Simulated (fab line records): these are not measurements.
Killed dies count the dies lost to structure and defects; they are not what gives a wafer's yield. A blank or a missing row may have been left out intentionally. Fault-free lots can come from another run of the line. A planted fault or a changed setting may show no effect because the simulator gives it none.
What tool caused it? + flow nand harc + 33 wafers from 11 lots sampled at 3 of the route's 1302 steps

## WHAT THE GAUGES SHOWED, per wafer
NHARC_P_GATE_CD_MEAS_26 targets a cd of 120 nm. Usual: cd nm reads 119.9 nm (standard deviation 0.56).
| lot  | measured     | on        | cd nm (nm)        | flag |
|------|--------------|-----------|-------------------|------|
| L102 | day 7 10:23  | cd sem-02 | 119.4 119.8 119.3 |      |
| L104 | day 8 08:49  | cd sem-03 | 119.1 117.8 119.3 |      |
| L105 | day 8 18:10  | cd sem-01 | 119.9 117.9 120.2 |      |
| L112 | day 11 20:53 | cd sem-02 | 119.2 119.7 119.4 |      |
| L113 | day 12 09:30 | cd sem-01 | 120.0 120.6 120.5 |      |
| L114 | day 12 13:59 | cd sem-03 | 119.2 119.9 119.8 |      |
| L115 | day 12 18:28 | cd sem-01 | 119.8 119.1 119.9 |      |
| L116 | day 13 17:04 | cd sem-01 | 119.1 120.4 119.8 |      |
| L117 | day 13 21:48 | cd sem-02 | 120.2 120.5 120.1 |      |
| L118 | day 14 07:37 | cd sem-01 | 119.4 120.5 119.5 |      |
| L119 | day 14 21:25 | cd sem-03 | 119.6 119.2 120.1 |      |

## WHAT TOOL EACH LOT RAN ON (gives the tool, then ch and the chambers of the sampled wafers, and finally the start)
| lot  | NHARC_P_STI_CMP_21            | NHARC_P_GATE_PEB_24               |
|------|-------------------------------|-----------------------------------|
| L102 | cmp-03 ch 0,1,2, day 6 02:08  | litho track-06 ch 0, day 7 10:19  |
| L104 | cmp-01 ch 0,2,3, day 7 00:59  | litho track-06 ch 0, day 8 08:44  |
| L105 | cmp-01 ch 1,2, day 7 09:19    | litho track-06 ch 0, day 8 18:05  |
| L112 | cmp-03 ch 1,3, day 10 07:22   | litho track-06 ch 0, day 11 20:48 |
| L113 | cmp-03 ch 1,2,3, day 10 23:35 | litho track-06 ch 0, day 12 09:25 |
| L114 | cmp-04 ch 1,3, day 11 06:40   | litho track-06 ch 0, day 12 13:54 |
| L115 | cmp-04 ch 0,1,2, day 11 12:11 | litho track-06 ch 0, day 12 18:23 |
| L116 | cmp-03 ch 0,1, day 12 02:26   | litho track-06 ch 0, day 13 16:58 |
| L117 | cmp-03 ch 0,1,2, day 12 08:42 | litho track-01 ch 0, day 13 21:43 |
| L118 | cmp-03 ch 0,1,3, day 12 19:53 | litho track-04 ch 0, day 14 07:32 |
| L119 | cmp-03 ch 0,1,2, day 13 08:01 | litho track-04 ch 0, day 14 21:19 |
- NHARC_P_STI_CMP_21: polishes, t overpolish 20 s, target thk 380.67 nm.
- NHARC_P_GATE_PEB_24: peb time 65 s.

## WHAT THE TOOLS THEMSELVES READ (means of the sampled wafers that have a number; where no wafer has one, the mark that the record gives instead)
NHARC_P_STI_CMP_21. Usual: motor current A 11.4 A, standard deviation 1; overpolish run s 20.000 s, standard deviation 0.01; slurry filter dp kPa 13.51 kPa, standard deviation 0.15.
| lot  | tool   | motor current A (A) | overpolish run s (s) | slurry filter dp kPa (kPa) | flag |
|------|--------|---------------------|----------------------|----------------------------|------|
| L102 | cmp-03 | 11.4                | 20.014               | 13.49                      |      |
| L104 | cmp-01 | 11.1                | 19.998               | 13.53                      |      |
| L105 | cmp-01 | 11.6                | 20.000               | 13.64                      |      |
| L112 | cmp-03 | 11.6                | 19.996               | 13.45                      |      |
| L113 | cmp-03 | 11.1                | 20.001               | 13.59                      |      |
| L114 | cmp-04 | 11.6                | 19.997               | 13.55                      |      |
| L115 | cmp-04 | 12.3                | 19.999               | 13.61                      |      |
| L116 | cmp-03 | 11.8                | 19.992               | 13.47                      |      |
| L117 | cmp-03 | 11.7                | 19.996               | 13.42                      |      |
| L118 | cmp-03 | 10.4                | 19.998               | 13.46                      |      |
| L119 | cmp-03 | 11.4                | 19.998               | 13.56                      |      |

NHARC_P_GATE_PEB_24. Usual: exhaust pa reads 45.3 Pa (standard deviation 0.79).
| lot  | tool           | exhaust pa (Pa) | flag |
|------|----------------|-----------------|------|
| L102 | litho track-06 | 44.9            |      |
| L104 | litho track-06 | 43.8            |      |
| L105 | litho track-06 | 45.1            |      |
| L112 | litho track-06 | 46.9            |      |
| L113 | litho track-06 | 45.6            |      |
| L114 | litho track-06 | 45.1            |      |
| L115 | litho track-06 | 44.7            |      |
| L116 | litho track-06 | 45.8            |      |
| L117 | litho track-01 | 45.4            |      |
| L118 | litho track-04 | 45.5            |      |
| L119 | litho track-04 | 44.3            |      |

## THE ANSWER, worked out from the rows above alone
Rule: take the mean of a lot's wafers that have a number; if it is more than 3 standard deviations from the usual mean, the lot is off. A lot without any number at a reading at which 4 lots or more have one is off too. Any other lot the step has rows for is counted as sound. The gauges are gone through in route order, then the tools' own readings, and for those a lot's mean is taken as printed above. The first step at which some lot is off is used, and at that step the reading that is off furthest; a lot without a number counts as furthest.
Nothing can be told from this: no lot is off at any reading shown.

## WHAT WAS PUT IN BY THE SIMULATOR
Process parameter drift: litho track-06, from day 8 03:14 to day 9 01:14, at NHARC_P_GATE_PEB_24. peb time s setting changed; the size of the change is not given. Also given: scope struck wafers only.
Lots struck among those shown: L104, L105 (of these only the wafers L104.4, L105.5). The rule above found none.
